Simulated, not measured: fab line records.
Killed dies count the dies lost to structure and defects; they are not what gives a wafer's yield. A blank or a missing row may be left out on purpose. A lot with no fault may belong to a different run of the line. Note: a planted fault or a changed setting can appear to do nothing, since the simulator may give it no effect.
One fault seen from 3 desks || flow nandHarc || what lay behind the numbers comes last; until then each desk has only its own

== THE DEFECT DESK ==
Counts from the inspections along the route, per lot, as means over the sampled wafers that have a number. Marked OUT: a lot whose mean sits more than 4 standard deviations from the usual mean, which makes it out of limits; the brackets give that distance.
Columns: A = rawDefectCount at NHARC_P_M0_INSPECT_27, usual 296
{"lot": "L925", "first seen here": "day 5 17:45", "A": 310}
{"lot": "L926", "first seen here": "day 6 03:51", "A": 216}
{"lot": "L928", "first seen here": "day 6 17:17", "A": 373}
{"lot": "L929", "first seen here": "day 7 02:31", "A": 175}
{"lot": "L930", "first seen here": "day 7 02:34", "A": 438}
{"lot": "L931", "first seen here": "day 7 23:30", "A": 205}
{"lot": "L933", "first seen here": "day 8 00:02", "A": 299}
{"lot": "L935", "first seen here": "day 8 17:16", "A": 328}
{"lot": "L936", "first seen here": "day 9 02:05", "A": 283}
{"lot": "L937", "first seen here": "day 9 02:43", "A": 380}
{"lot": "L945", "first seen here": "day 10 23:48", "A": 261}
{"lot": "L947", "first seen here": "day 11 08:01", "A": 266}
This desk found nothing out of limits on any of the 12 lots.

== FROM THE METROLOGY DESK ==
What the gauges read, lot by lot, whatever tool the lot ran on: means of the sampled wafers that have a number. Marked OUT: a lot whose mean sits more than 4 standard deviations from the usual mean, which makes it out of limits; the brackets give that distance.
Columns: A = cdNm at NHARC_P_M1_CD_MEAS_09, usual 130.1 nm; B = overlayXNm at NHARC_P_M1_OVL_MEAS_10, usual 0.0 nm; C = overlayYNm at NHARC_P_M1_OVL_MEAS_10, usual 0.0 nm
{"lot": "L925", "first seen here": "day 5 19:07", "A": 130.2, "B": -1.3, "C": 0.2}
{"lot": "L926", "first seen here": "day 6 05:15", "A": 130.3, "B": 0.0, "C": -1.1}
{"lot": "L928", "first seen here": "day 6 18:33", "A": 130.6, "B": -1.6, "C": -0.1}
{"lot": "L929", "first seen here": "day 7 03:56", "A": 130.6, "B": -0.1, "C": -0.3}
{"lot": "L930", "first seen here": "day 7 04:09", "A": 130.2, "B": 0.5, "C": -0.9}
{"lot": "L931", "first seen here": "day 8 00:46", "A": 130.1, "B": 1.0, "C": -0.8}
{"lot": "L933", "first seen here": "day 8 01:25", "A": 129.3, "B": -0.5, "C": 0.1}
{"lot": "L935", "first seen here": "day 8 19:19", "A": 130.2, "B": -0.7, "C": 0.1}
{"lot": "L936", "first seen here": "day 9 03:22", "A": 129.9, "B": -0.0, "C": -1.1}
{"lot": "L937", "first seen here": "day 9 04:07", "A": 130.0, "B": 0.5, "C": -0.8}
{"lot": "L945", "first seen here": "day 11 02:35", "A": 129.9, "B": -0.6, "C": -0.9}
{"lot": "L947", "first seen here": "day 11 09:33", "A": 130.1, "B": -0.7, "C": 0.3}
This desk found nothing out of limits on any of the 12 lots.

== THE TOOL OWNER'S DESK: ecdCu-01 ==
The tool's own readings at NHARC_P_M1_ECD_22 (material Cu, target thk 400 nm): means of the sampled wafers that have a number, for each lot that ran on this tool. Marked OUT: a lot whose mean sits more than 4 standard deviations from the usual mean, which makes it out of limits; the brackets give that distance.
Columns: A = bathHeatDutyPct at NHARC_P_M1_ECD_22, usual 6.2 %
{"lot": "L925", "first seen here": "day 5 20:44", "A": 6.2}
{"lot": "L926", "first seen here": "day 6 07:01", "A": 6.4}
{"lot": "L928", "first seen here": "day 6 20:08", "A": 5.4}
{"lot": "L930", "first seen here": "day 7 05:59", "A": 5.8}
{"lot": "L933", "first seen here": "day 8 03:05", "A": 6.1}
{"lot": "L935", "first seen here": "day 8 20:56", "A": 5.4}
{"lot": "L936", "first seen here": "day 9 04:57", "A": 6.1}
{"lot": "L937", "first seen here": "day 9 05:41", "A": 6.3}
This desk found nothing out of limits on any of the 8 lots.

== BROUGHT TOGETHER ==
No out-of-limits result turned up at the defect desk.
Metrology desk: nothing out of limits seen.
Nothing out of limits was seen by the tool owner's desk.

== WHAT WAS PUT IN BY THE SIMULATOR ==
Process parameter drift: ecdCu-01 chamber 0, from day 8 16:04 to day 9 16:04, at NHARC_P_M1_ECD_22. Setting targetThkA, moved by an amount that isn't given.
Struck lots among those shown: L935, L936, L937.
